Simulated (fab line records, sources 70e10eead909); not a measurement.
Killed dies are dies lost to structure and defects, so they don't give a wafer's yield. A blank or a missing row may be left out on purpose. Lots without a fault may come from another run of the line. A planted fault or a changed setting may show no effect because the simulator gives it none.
Which tool did it? | flow nand_harc | 7 lots, 21 wafers sampled, at 3 steps of a route of 1159

WHAT THE GAUGES READ, wafer by wafer
NHARC_A_ONON_D1_THK_MEAS_21: measures by ellipsometry.
lot  | measured     | on            | thk_nm (nm)
L825 | day 8 11:30  | film_metro-01 | 1008 1010 1009
L828 | day 9 04:07  | film_metro-02 | 1559 1559 1560
L831 | day 9 12:37  | film_metro-02 | 1556 1556 1555
L841 | day 12 08:44 | film_metro-01 | 980 980 981
L842 | day 12 08:52 | film_metro-02 | 984 985 984
L844 | day 12 21:44 | film_metro-01 | 1000 1000 1002
L846 | day 13 08:13 | film_metro-01 | 999 999 998

WHICH TOOL RAN EACH LOT (tool, then ch and the chambers of the sampled wafers, then the start)
lot  | NHARC_P_BONDPAD_PVD_27                  | NHARC_A_ONON_D1_DEP_19
L825 | pvd_sputter-03, day 8 03:31 or earlier  | pecvd_onon-01 ch 0, day 8 11:03
L828 | pvd_sputter-03, day 8 19:34 or earlier  | pecvd_onon-03 ch 0, day 9 03:40
L831 | pvd_sputter-01, day 9 04:15 or earlier  | pecvd_onon-03 ch 0, day 9 12:13
L841 | pvd_sputter-01, day 11 20:56 or earlier | pecvd_onon-01 ch 0, day 12 08:14
L842 | pvd_sputter-03, day 11 21:07 or earlier | pecvd_onon-02 ch 0, day 12 08:21
L844 | pvd_sputter-03, day 12 13:29 or earlier | pecvd_onon-01 ch 0, day 12 21:17
L846 | pvd_sputter-01, day 12 23:57 or earlier | pecvd_onon-03 ch 0, day 13 07:42
- NHARC_P_BONDPAD_PVD_27: deposits Cu, target thk 30 nm, time 20.49 s.
- NHARC_A_ONON_D1_DEP_19: target thk 1000 nm.

THE ANSWER, worked out from the rows above alone
Rule: what is usual is taken from the lots themselves. Put in order of their means at a reading, lots are off if they are a third of the lots or fewer, leave a main group of 4 or more, and stand apart from it by a gap of 3 or more times the standard deviation of the main group's means; of several such gaps the widest counts. A main group whose means are all the same, to the digits that the tables above print for the reading, isn't used. A lot without any number at a reading at which 4 lots or more have one is off too. The other lots that the step has rows for count as sound.
Off: L828, L831, at NHARC_A_ONON_D1_THK_MEAS_21 (thk_nm). The main group: mean 995 nm, standard deviation 11.
A tool fits if, at a process step before that reading, it ran every lot that is off, and no sound lot after the first of them. The gauges at NHARC_A_ONON_D1_THK_MEAS_21 are tried like those tools. NHARC_P_BONDPAD_PVD_27 gives no start for some lots, so the hours and the order of its lots are those of NHARC_A_ONON_D1_THK_MEAS_11. None of those tried fits.

WHAT THE SIMULATOR HAD PUT IN
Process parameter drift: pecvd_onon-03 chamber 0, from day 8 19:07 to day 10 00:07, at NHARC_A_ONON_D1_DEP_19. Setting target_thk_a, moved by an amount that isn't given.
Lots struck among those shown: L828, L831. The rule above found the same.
